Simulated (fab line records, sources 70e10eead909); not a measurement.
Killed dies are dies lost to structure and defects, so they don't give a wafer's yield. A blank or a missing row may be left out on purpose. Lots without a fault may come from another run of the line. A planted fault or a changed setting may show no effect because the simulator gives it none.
Chamber matching | flow nand_harc | NHARC_P_GATE_STRIP_108 on rie_diel-10: 4 sister chambers
The step strips in O2. 4 wafers are shown with their chamber, then 12 later ones without.

WAFERS WITH THEIR CHAMBER
wafer  | chamber | showerhead_plenum_p_Torr (Torr)
L086.3 | 1       | 3.43
L087.5 | 2       | 3.31
L089.5 | 3       | 3.71
L089.6 | 0       | 3.65

WAFERS WITHOUT THEIR CHAMBER
wafer  | showerhead_plenum_p_Torr (Torr)
L088.1 | 3.43
L088.2 | 3.71
L088.4 | 3.31
L090.2 | 3.65
L090.3 | 3.31
L090.6 | 3.31
L094.2 | 3.31
L094.4 | 3.31
L094.5 | 3.70
L095.3 | 3.70
L095.5 | 3.43
L095.6 | 3.65

WHICH CHAMBER EACH WENT THROUGH
wafer  | from the rows above | in truth
L088.1 | 1                   | 1
L088.2 | 3                   | 3
L088.4 | 2                   | 2
L090.2 | 0                   | 0
L090.3 | 2                   | 2
L090.6 | 2                   | 2
L094.2 | 2                   | 2
L094.4 | 2                   | 2
L094.5 | 3                   | 3
L095.3 | 3                   | 3
L095.5 | 1                   | 1
L095.6 | 0                   | 0
Placed correctly: 12 of 12. Can't be placed from these rows: 0. Placed wrongly: 0.
How it was worked out, from the rows above alone: a wafer's distance from a chamber is the root of the sum, over the readings, of the square of ((its reading less the chamber's mean) divided by the reading's scatter). The wafer belongs to the nearest chamber; if the next one is less than 2 further off, it can't be placed. A chamber's mean is the mean of its shown wafers. The scatter: with one shown wafer a chamber, the root of the mean of the squares of how far each hidden wafer lies from its nearest shown one.
